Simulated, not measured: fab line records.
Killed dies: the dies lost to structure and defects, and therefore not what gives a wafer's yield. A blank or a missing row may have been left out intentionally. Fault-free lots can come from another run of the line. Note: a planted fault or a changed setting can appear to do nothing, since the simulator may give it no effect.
Split-lot trial :: flow n5-finfet :: 7 lots, 21 wafers read, on a route of 1938 steps

## SPLIT DETAILS
At N5_BEOL_M5_DEP_56 (deposits SiCN from 3MS/NH3, target thk 8 nm, time 14 s), the setting time-s was moved away from the recipe's 14 s on 8 of the 21 wafers read, by +5.1% to +14.0%. The other wafers ran this setting at the recipe's value.

The reading comes from the split's own step.

## THE READING
SiCN_of_BEOL_M5_DEP_56.thk-nm (the simulator's own value, which no gauge read), in nm, at N5_BEOL_M5_DEP_56 (deposits SiCN from 3MS/NH3, target thk 8 nm, time 14 s). The file gives no usual value for it. Here, 13 wafers ran the recipe; their average is 8.1 nm with a standard deviation of 0.092 nm.

wafer: L074.1
tool, chamber at the split: pecvd-02, 2
time-s as run, s: 15.96
against the recipe: +14.0%
SiCN_of_BEOL_M5_DEP_56.thk-nm, nm: 9
against lot-mates on the recipe: +0.9

wafer: L074.4
tool, chamber at the split: pecvd-02, 2
time-s as run, s: 14
against the recipe: recipe
SiCN_of_BEOL_M5_DEP_56.thk-nm, nm: 8
against lot-mates on the recipe: -

wafer: L074.5
tool, chamber at the split: pecvd-02, 1
time-s as run, s: 14
against the recipe: recipe
SiCN_of_BEOL_M5_DEP_56.thk-nm, nm: 8.2
against lot-mates on the recipe: -

wafer: L080.1
tool, chamber at the split: pecvd-01, 0
time-s as run, s: 14
against the recipe: recipe
SiCN_of_BEOL_M5_DEP_56.thk-nm, nm: 8.2
against lot-mates on the recipe: -

wafer: L080.3
tool, chamber at the split: pecvd-01, 1
time-s as run, s: 15.01
against the recipe: +7.2%
SiCN_of_BEOL_M5_DEP_56.thk-nm, nm: 8.6
against lot-mates on the recipe: +0.4

wafer: L080.6
tool, chamber at the split: pecvd-01, 1
time-s as run, s: 15.01
against the recipe: +7.2%
SiCN_of_BEOL_M5_DEP_56.thk-nm, nm: 8.4
against lot-mates on the recipe: +0.2

wafer: L084.1
tool, chamber at the split: pecvd-01, 0
time-s as run, s: 15.9
against the recipe: +13.6%
SiCN_of_BEOL_M5_DEP_56.thk-nm, nm: 9.2
against lot-mates on the recipe: +1.2

wafer: L084.2
tool, chamber at the split: pecvd-01, 1,2
time-s as run, s: 14
against the recipe: recipe
SiCN_of_BEOL_M5_DEP_56.thk-nm, nm: 8
against lot-mates on the recipe: -

wafer: L084.3
tool, chamber at the split: pecvd-01, 1,2
time-s as run, s: 14
against the recipe: recipe
SiCN_of_BEOL_M5_DEP_56.thk-nm, nm: 8
against lot-mates on the recipe: -

wafer: L087.2
tool, chamber at the split: pecvd-01, 2
time-s as run, s: 14
against the recipe: recipe
SiCN_of_BEOL_M5_DEP_56.thk-nm, nm: 8
against lot-mates on the recipe: -

wafer: L087.3
tool, chamber at the split: pecvd-01, 0,1
time-s as run, s: 15.14
against the recipe: +8.1%
SiCN_of_BEOL_M5_DEP_56.thk-nm, nm: 8.6
against lot-mates on the recipe: +0.6

wafer: L087.6
tool, chamber at the split: pecvd-01, 0,1
time-s as run, s: 15.14
against the recipe: +8.1%
SiCN_of_BEOL_M5_DEP_56.thk-nm, nm: 8.6
against lot-mates on the recipe: +0.6

wafer: L091.1
tool, chamber at the split: pecvd-03, 0,1
time-s as run, s: 14
against the recipe: recipe
SiCN_of_BEOL_M5_DEP_56.thk-nm, nm: 8
against lot-mates on the recipe: -

wafer: L091.4
tool, chamber at the split: pecvd-03, 0,1
time-s as run, s: 14
against the recipe: recipe
SiCN_of_BEOL_M5_DEP_56.thk-nm, nm: 8
against lot-mates on the recipe: -

wafer: L091.5
tool, chamber at the split: pecvd-03, 2
time-s as run, s: 14.71
against the recipe: +5.1%
SiCN_of_BEOL_M5_DEP_56.thk-nm, nm: 8.4
against lot-mates on the recipe: +0.4

wafer: L094.1
tool, chamber at the split: pecvd-01, 0
time-s as run, s: 14
against the recipe: recipe
SiCN_of_BEOL_M5_DEP_56.thk-nm, nm: 8
against lot-mates on the recipe: -

wafer: L094.5
tool, chamber at the split: pecvd-01, 0
time-s as run, s: 14
against the recipe: recipe
SiCN_of_BEOL_M5_DEP_56.thk-nm, nm: 8
against lot-mates on the recipe: -

wafer: L094.3
tool, chamber at the split: pecvd-01, 1
time-s as run, s: 14.96
against the recipe: +6.9%
SiCN_of_BEOL_M5_DEP_56.thk-nm, nm: 8.4
against lot-mates on the recipe: +0.4

wafer: L095.3
tool, chamber at the split: pecvd-01, 2
time-s as run, s: 14
against the recipe: recipe
SiCN_of_BEOL_M5_DEP_56.thk-nm, nm: 8
against lot-mates on the recipe: -

wafer: L095.4
tool, chamber at the split: pecvd-01, 0,2
time-s as run, s: 14
against the recipe: recipe
SiCN_of_BEOL_M5_DEP_56.thk-nm, nm: 8.2
against lot-mates on the recipe: -

wafer: L095.6
tool, chamber at the split: pecvd-01, 0,2
time-s as run, s: 14
against the recipe: recipe
SiCN_of_BEOL_M5_DEP_56.thk-nm, nm: 8.2
against lot-mates on the recipe: -
If several chambers appear in one row, that row covers several wafers at once and the file leaves open which wafer was in which chamber.

THE FIT
A straight line over all 21 wafers: SiCN_of_BEOL_M5_DEP_56.thk-nm changes by +0.0703 nm for each +1% of time-s; r = +0.96; the points scatter about the line by 0.1 nm.
The same after taking each lot's own level away (the mean of its wafers on the recipe; 21 wafers): +0.0704 nm for each +1%; r = +0.95; scatter 0.11 nm.
Per that fit: largest time-s move, reading shift of 0.99 nm.
Across the lots, their own levels run from 8.00 to 8.20 nm, a range of 2.2 times the standard deviation given above.
Consequently the slope shifts little with the lot-to-lot level, the two slopes agreeing.
Check: for one of the wafers moved furthest among these (+14.0%), held out of the fit, the line's prediction against its lot-mates is +1.01 nm. It came out at +0.9 nm against them.

## OTHER SPLITS ON THESE WAFERS
Before the reading, these wafers also passed through other splits. Each is held against what the fit with the lots' levels taken away leaves over:
other split on the same wafers: N5_BEOL_M4_TRENCH_ETCH_37 source-w
wafers away from the commonest value: 8
r with SiCN_of_BEOL_M5_DEP_56.thk-nm (lot level and that fit taken away): +0.05

other split on the same wafers: N5_BEOL_M4_SPUTTER_86 time-s
wafers away from the commonest value: 6
r with SiCN_of_BEOL_M5_DEP_56.thk-nm (lot level and that fit taken away): +0.20

## THE FILE'S OWN FIT
SiCN_of_BEOL_M5_DEP_56.thk-nm changes by +0.0713 nm for each +1% of time-s, r = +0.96.
